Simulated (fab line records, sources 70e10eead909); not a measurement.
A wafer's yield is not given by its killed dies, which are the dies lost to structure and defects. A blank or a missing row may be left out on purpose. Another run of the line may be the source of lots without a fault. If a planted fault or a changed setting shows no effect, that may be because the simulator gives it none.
Chamber matching -- flow nand-harc -- ald-hk-03 running NHARC_A_CHANNEL_FILL_D1_ALD_02: 4 sister chambers
The step deposits SiO2, target thk 6 nm, pulse time 10 s, ald cycles 60. 8 wafers are shown with their chamber, then 7 later ones without.

## WAFERS, EACH WITH ITS CHAMBER
wafer,chamber,heater-power-w (W),precursor-pulse-height-rel
L081.2,1,486,1.010
L081.3,2,458,0.967
L088.5,1,489,1.005
L090.1,2,467,0.989
L091.1,0,467,0.984
L091.5,3,369,1.019
L093.2,0,467,0.994
L093.3,3,371,1.010

## WAFERS MISSING THEIR CHAMBER
wafer,heater-power-w (W),precursor-pulse-height-rel
L093.6,505,1.011
L096.3,498,1.011
L096.4,471,0.997
L096.5,487,0.980
L097.3,521,0.979
L097.4,478,1.041
L097.6,373,1.017

## CHAMBER TAKEN BY EACH
wafer,from the rows above,in truth
L093.6,1,1
L096.3,1,1
L096.4,can't be placed: 0 or 2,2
L096.5,1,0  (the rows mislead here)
L097.3,1,1
L097.4,can't be placed: 1 or 0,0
L097.6,3,3
Placed correctly: 4 of 7. Cannot be placed on the basis of these rows: 2; the candidates contain the true chamber in 2. 1 placed wrongly.
How it was worked out, from the rows above alone: a wafer's distance from a chamber is the root of the sum, over the readings, of the square of ((its reading less the chamber's mean) divided by the reading's scatter). The wafer belongs to the nearest chamber; if the next one is less than 2 further off, it can't be placed. The mean given for a chamber averages the wafers shown for that chamber. The scatter: take each reading less its chamber's mean, square it, sum over the shown wafers, divide by the number of wafers less the number of chambers, and take the root.
